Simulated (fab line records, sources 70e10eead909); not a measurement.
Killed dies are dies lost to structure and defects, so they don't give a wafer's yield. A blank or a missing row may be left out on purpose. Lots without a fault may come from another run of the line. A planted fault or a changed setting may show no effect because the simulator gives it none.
fab line records | flow nand_harc | part 2 of 2: steps 5 to 6 of 6
record lots=21 wafers=63 last_day=33
route steps=1302 shown A_CHANNEL_FILL_D2@627 A_STAIRCASE@651
lots that met no fault: from a run of the same line without faults
start_h: hours from the record's first day to the start of the lot's first wafer shown | wait_h: hours since the lot's step before | " the same as in the row above | L1.1+2: a row that stands for several wafers | - no value, or no start given | * or withheld: withheld | < > ~ a bound
route shown NAME@n: a module of which the file shows steps, and the number in the route of the first | usual: mean/standard deviation of fault-free wafers | same: alike in all rows | chamber/n: place in a boat | sites: the reading at each site | _std_site: their standard deviation | _edge_site: outer sites' mean less inner sites' | radius_mm: how far each site lies from the wafer's centre | mask NAME#n: copy n | behind: the tool/chamber that last shaped the wafer | hold: why the lot was held/for how many hours/how that ended | device: the transistor (n, p or np) that didn't switch | end of line: the same wafers' tests at the end of the route | a step without rows: its recipe alone | killed: dies lost to structure and defects at the first sort, not the wafer's yield | map: a wafer's dies, x killed, . not, _ none there
set.NAME: the setting as run; set.NAME@STEP: as run at that earlier step | model.NAME: the simulator's own value behind a step, which no gauge read
steps of the route over a sample of lots; a table a step, a row a wafer
services: from which hour (start_h, from the record's first day; less than 0 if before it) a tool's chamber was out of use, for how many hours, and why
## steps
# step NHARC_A_STAIRCASE_ETCH_13
# recipe target_depth_a=1000 time_s=40.5 ion_energy_ev=400 c4f8_flow_sccm=20 o2_flow_sccm=10 ar_flow_sccm=withheld rf_w=600 bias_w=1000 chemistry=C4F8/O2
# usual oes_product_au=0.947/0.011 rf_vpp_V=897/5
# columns lot.wafer tool chamber start_h wait_h oes_product_au rf_hours_counter_h rf_vpp_V
L074.1 rie_diel-10 3 - - 0.946 36 892
L074.2 " 0 " " 0.953 33 898
L074.6 " 2 " " 0.951 - 904
L075.1 rie_diel-05 3 - - 0.959 39 891
L075.3 " 0 " " 0.945 39 898
L075.6 " 2 " " 0.958 - 902
L076.2 rie_diel-10 2 - - 0.935 38 903
L076.4 " 3 " " 0.959 39 893
L076.3 " 0 " " 0.955 36 896
L079.2 rie_diel-05 1 - - 0.942 54 889
L079.5 " 2 " " 0.937 - 903
L079.6 " 1 " " 0.928 - 888
L078.4 rie_diel-01 1 - - 0.938 1 904
L078.6 " 3 " " 0.936 - 898
L078.5 " 0 " " 0.947 - 898
L080.1 rie_diel-10 2 - - 0.939 50 903
L080.4 " 1 " " 0.941 50 900
L080.6 " 3 " " 0.943 - 891
L082.4 rie_diel-05 1 - - 0.950 7 889
L082.1 " 3 " " 0.954 8 892
L082.2 " 0 " " 0.960 7 897
L083.1 rie_diel-10 2 - - 0.950 4 902
L083.5 " 3 " " 0.952 - 892
L083.6 " 2 " " 0.954 - 901
L084.2 rie_diel-10 3 - - 0.942 8 892
L084.3 " 0 " " 0.946 4 896
L084.5 " 1 " " 0.949 - 898
L085.2 rie_diel-10 0 - - 0.925 8 895
L085.4 " 1 " " 0.928 13 899
L085.5 " 1 " " 0.927 - 898
L086.1 rie_diel-05 1 - - 0.966 14 889
L086.3 " 2 " " 0.970 15 904
L086.2 " 0 " " 0.946 15 898
L087.4 rie_diel-10 1 - - 0.919 18 898
L087.5 " 3 " " 0.934 - 891
L087.6 " 0 " " 0.928 - 897
L089.3 rie_diel-05 2 - - 0.936 24 901
L089.6 " 3 " " 0.939 - 892
L089.5 " 0 " " 0.942 - 897
L088.3 rie_diel-05 3 - - 0.950 28 892
L088.1 " 0 " " 0.963 26 898
L088.4 " 2 " " 0.945 26 903
L091.1 rie_diel-05 0 - - 0.963 29 898
L091.2 " 1 " " 0.962 28 888
L091.5 " 3 " " 0.940 - 893
L090.3 rie_diel-10 0 - - 0.959 28 897
L090.1 " 2 " " 0.945 33 903
L090.5 " 3 " " 0.965 - 892
L092.4 rie_diel-01 1 - - 0.927 48 903
L092.1 " 3 " " 0.931 47 898
L092.2 " 0 " " 0.935 45 897
L095.2 rie_diel-05 0 - - 0.953 37 897
L095.1 " 1 " " 0.952 36 890
L095.5 " 0 " " 0.945 - 900
L093.1 rie_diel-05 1 - - 0.972 38 887
L093.6 " 2 " " 0.948 - 902
L093.5 " 3 " " 0.939 - 890
L096.3 rie_diel-10 2 - - 0.946 46 901
L096.1 " 3 " " 0.964 48 891
L096.6 " 3 " " 0.971 - 890
L097.2 rie_diel-10 2 - - 0.940 57 901
L097.4 " 0 " " 0.948 52 896
L097.1 " 1 " " 0.942 54 899
# step NHARC_A_STAIRCASE_TRIM_16
# recipe time_s=211.2 o2_flow_sccm=500 ar_flow_sccm=0 bias_w=0 chemistry=O2
# usual drypump_motor_current_A=5.6/0.49 mfc_ar_sccm=0.010/0.014 oes_product_au=1.001/0.007 rf_vpp_V=57.8/0.9 showerhead_plenum_p_Torr=3.54/0.13 throttle_valve_pct=17.037/0.0098
# columns lot.wafer tool chamber start_h wait_h drypump_motor_current_A mfc_ar_sccm oes_product_au rf_hours_counter_h rf_vpp_V showerhead_plenum_p_Torr throttle_valve_pct
L074.2 rie_diel-10 3 - - 5.9 0.002 1.001 36 58.9 3.43 17.042
L074.1 " 0 " " 5.1 0.004 1.002 33 56.9 3.57 17.051
L074.6 " 3 " " 5.9 0.002 1.003 - 56.4 3.43 17.015
L075.3 rie_diel-05 3 - - 5.3 0.008 1.015 39 56.6 3.42 17.041
L075.1 " 1 " " 6.1 0 0.998 43 59.5 3.34 17.042
L075.6 " 2 " " 4.9 0.034 1.006 - 57.5 3.72 17.040
L076.3 rie_diel-10 0 - - 5.0 0.004 0.999 36 57.4 3.57 17.026
L076.2 " 2 " " 5.8 0.011 0.997 38 58.2 3.72 17.023
L076.4 " 3 " " 5.9 0.002 0.998 39 58.5 3.43 17.032
L079.2 rie_diel-05 2 - - 4.9 0.034 0.999 57 58.0 3.71 17.058
L079.6 " 1 " " 6.1 0 1.018 - 55.1 3.34 17.036
L079.5 " 2 " " 4.9 0.034 1.001 - 57.5 3.71 17.048
L078.4 rie_diel-01 2 - - 5.5 0.011 1.001 1 58.1 3.56 17.049
L078.5 " 0 " " 5.5 0.032 1.014 - 57.9 3.59 17.027
L078.6 " 1 " " 6.1 0 0.998 - 57.0 3.75 17.029
L080.1 rie_diel-10 3 - - 5.9 0.002 0.992 53 56.5 3.42 17.045
L080.4 " 2 " " 5.8 0.011 0.999 50 57.7 3.72 17.033
L080.6 " 3 " " 5.9 0.002 1.000 - 56.3 3.42 17.043
L082.1 rie_diel-05 0 - - 5.3 0 0.992 7 56.9 3.59 17.039
L082.4 " 2 " " 4.8 0.034 0.997 9 58.4 3.71 17.036
L082.2 " 3 " " 5.3 0.008 1.007 8 57.3 3.41 17.055
L083.1 rie_diel-10 1 - - 6.4 0 1.004 5 58.6 3.60 17.063
L083.5 " 2 " " 5.8 0.011 1.005 - 58.0 3.71 17.020
L083.6 " 1 " " 6.4 0 0.995 - 58.0 3.60 17.031
L084.2 rie_diel-10 3 - - 5.8 0.002 1.011 9 58.3 3.41 17.044
L084.3 " 1 " " 6.4 0 1.002 10 58.1 3.60 17.054
L084.5 " 2 " " 5.8 0.011 1.005 - 58.3 3.71 17.029
L085.4 rie_diel-10 2 - - 5.9 0.011 1.013 13 57.7 3.70 17.022
L085.2 " 0 " " 5.0 0.004 1.006 8 58.3 3.56 17.053
L085.5 " 3 " " 5.9 0.002 1.001 - 56.0 3.41 17.050
L086.1 rie_diel-05 3 - - 5.4 0.008 1.000 17 57.1 3.40 17.044
L086.3 " 1 " " 6.1 0 0.995 14 57.4 3.33 17.039
L086.2 " 2 " " 4.9 0.034 0.991 16 58.9 3.70 17.035
L087.4 rie_diel-10 3 - - 5.9 0.002 1.009 19 57.1 3.41 17.040
L087.6 " 1 " " 6.4 0 0.996 - 58.1 3.59 17.029
L087.5 " 2 " " 5.8 0.011 0.999 - 58.4 3.70 17.039
L089.3 rie_diel-05 3 - - 5.3 0.008 1.000 26 59.4 3.40 17.039
L089.6 " 1 " " 6.1 0 1.003 - 56.5 3.32 17.020
L089.5 " 2 " " 4.9 0.034 1.002 - 58.1 3.70 17.035
L088.3 rie_diel-05 3 - - 5.3 0.008 1.001 28 57.7 3.40 17.025
L088.1 " 0 " " 5.2 0 0.998 26 57.9 3.58 17.039
L088.4 " 2 " " 4.9 0.034 0.986 26 59.2 3.70 17.030
L091.1 rie_diel-05 2 - - 4.9 0.034 0.998 30 58.4 3.70 17.040
L091.2 " 3 " " 5.3 0.008 1.003 31 57.4 3.39 17.035
L091.5 " 2 " " 4.9 0.034 0.998 - 59.1 3.70 17.018
L090.3 rie_diel-10 0 - - 5.1 0.004 1.002 28 58.0 3.55 17.024
L090.1 " 2 " " 5.8 0.011 0.987 33 57.5 3.69 17.035
L090.5 " 0 " " 5.0 0.004 0.999 - 57.9 3.55 17.048
L092.2 rie_diel-01 2 - - 5.5 0.011 1.003 51 57.8 3.53 17.034
L092.4 " 0 " " 5.4 0.032 1.007 45 58.5 3.56 17.028
L092.1 " 1 " " 6.1 0 0.999 49 58.5 3.72 17.033
L095.2 rie_diel-05 1 - - 6.1 0 1.002 36 56.5 3.32 17.032
L095.1 " 0 " " 5.3 0 1.010 37 57.8 3.57 17.032
L095.5 " 2 " " 4.8 0.034 0.992 - 58.1 3.69 17.050
L093.1 rie_diel-05 0 - - 5.3 0 0.996 39 58.4 3.57 17.042
L093.6 " 2 " " 4.9 0.034 0.994 - 57.7 3.69 17.039
L093.5 " 3 " " 5.3 0.008 1.000 - 57.4 3.39 17.041
L096.1 rie_diel-10 2 - - 5.8 0.011 0.991 46 58.9 3.69 17.057
L096.3 " 0 " " 5.0 0.004 0.998 41 58.1 3.54 17.036
L096.6 " 1 " " 6.4 0 0.991 - 58.3 3.58 17.044
L097.4 rie_diel-10 3 - - 5.9 0.002 1.007 60 57.7 3.38 17.061
L097.1 " 0 " " 5.1 0.004 1.004 52 56.5 3.53 17.028
L097.2 " 1 " " 6.4 0 1.006 54 57.6 3.57 17.043
## services
# columns tool chamber start_h hours kind
rie_diel-03 3 329.68 68.2 repair
rie_diel-01 - 352.43 0.6 repair
ald_hk-02 - 353.35 10.0 pm
rie_diel-08 - 367.80 9.0 pm
rie_diel-10 1 374.92 1.3 repair
rie_diel-10 2 379.05 2.2 repair
rie_diel-01 - 381.64 9.0 pm
rie_diel-08 1 394.27 21.8 repair
rie_diel-05 - 406.83 9.0 pm
rie_diel-06 3 415.36 5.9 repair
rie_diel-10 - 419.66 9.0 pm
rie_diel-05 - 425.45 2.7 repair
rie_diel-01 - 427.65 0.6 repair
ald_hk-04 - 437.59 10.0 pm
rie_diel-06 - 465.08 2.4 repair
rie_diel-06 - 484.20 9.0 pm
ald_hk-02 - 531.35 10.0 pm
rie_diel-06 - 535.30 0.8 repair
rie_diel-08 3 542.31 17.6 repair
rie_diel-08 - 544.80 9.0 pm
ald_hk-02 - 554.60 1.1 repair
rie_diel-01 - 558.64 9.0 pm
ald_hk-03 - 572.46 10.0 pm
rie_diel-05 - 583.83 9.0 pm
